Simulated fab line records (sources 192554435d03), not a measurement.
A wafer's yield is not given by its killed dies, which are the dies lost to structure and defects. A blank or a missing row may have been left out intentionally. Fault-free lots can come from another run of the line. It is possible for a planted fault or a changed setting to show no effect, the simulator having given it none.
Matching of chambers    flow n5Finfet    rieDiel-01 running N5_BEOL_M3_ETCH_64: 4 sister chambers
The step etches SOC in N2/H2, target depth 75 nm, overetch 15 nm, time 112.5 s. 24 wafers are shown with their chamber, then 12 later ones without.

WAFERS, EACH WITH ITS CHAMBER
wafer   chamber  drypumpMotorCurrentA (A)  showerheadPlenumPTorr (Torr)  oesProductAu (a.u.)
L075.1  2        5.7                       2.64                          0.58
L075.4  0        5.8                       2.59                          0.72
L075.6  2        5.7                       2.64                          0.57
L083.1  2        5.7                       2.64                          0.57
L083.5  2        5.7                       2.64                          0.57
L083.6  1        5.9                       2.67                          0.67
L084.1  3        6.3                       2.52                          0.58
L084.2  1        5.9                       2.67                          0.67
L084.4  2        5.7                       2.64                          0.56
L085.3  0        5.8                       2.58                          0.69
L085.4  2        5.7                       2.63                          0.56
L085.5  1        5.9                       2.67                          0.67
L087.2  1        5.9                       2.67                          0.67
L087.4  0        5.8                       2.58                          0.69
L087.5  3        6.3                       2.52                          0.57
L088.3  2        5.7                       2.63                          0.56
L088.4  1        5.9                       2.67                          0.66
L088.5  2        5.7                       2.63                          0.57
L089.1  1        5.9                       2.67                          0.67
L089.2  2        5.7                       2.63                          0.56
L089.6  0        5.8                       2.58                          0.70
L090.1  0        5.8                       2.58                          0.69
L090.4  3        6.4                       2.51                          0.57
L090.5  1        5.9                       2.67                          0.66

SIGNATURES (averages over the wafers above)
reading                chamber 0  chamber 1  chamber 2  chamber 3  scatter within a chamber
drypumpMotorCurrentA   5.800      5.900      5.700      6.333      0.0183
showerheadPlenumPTorr  2.5820     2.6700     2.6356     2.5167     0.00429
oesProductAu           0.6980     0.6671     0.5667     0.5733     0.00803
Rule: for each reading, subtract the chamber's mean from the wafer's reading, divide by that reading's scatter and square the result; add these up over the readings and take the root, which gives the wafer's distance from the chamber. The wafer belongs to the nearest chamber; if the next one is less than 2 further off, it can't be placed. How the scatter is found: for the shown wafers, subtract from each reading the mean of its chamber, square and add these, divide the total by (wafers less chambers), then take the root.

WAFERS WITH NO CHAMBER GIVEN
wafer   drypumpMotorCurrentA (A)  showerheadPlenumPTorr (Torr)  oesProductAu (a.u.)
L092.1  5.7                       2.63                          0.56
L092.2  5.8                       2.58                          0.68
L092.5  6.4                       2.51                          0.57
L094.1  5.8                       2.57                          0.67
L094.4  6.3                       2.51                          0.57
L094.5  5.8                       2.57                          0.68
L095.1  6.3                       2.51                          0.57
L095.4  5.7                       2.63                          0.55
L095.6  5.8                       2.57                          0.67
L096.3  5.8                       2.57                          0.67
L096.5  5.7                       2.63                          0.56
L096.6  5.9                       2.66                          0.65

WHICH CHAMBER EACH ONE RAN IN
wafer   from the rows above  in truth
L092.1  2                    2
L092.2  0                    0
L092.5  3                    3
L094.1  0                    0
L094.4  3                    3
L094.5  0                    0
L095.1  3                    3
L095.4  2                    2
L095.6  0                    0
L096.3  0                    0
L096.5  2                    2
L096.6  1                    1
Correctly placed: 12 of 12. Left unplaced by these rows: 0. Wrongly placed: 0.
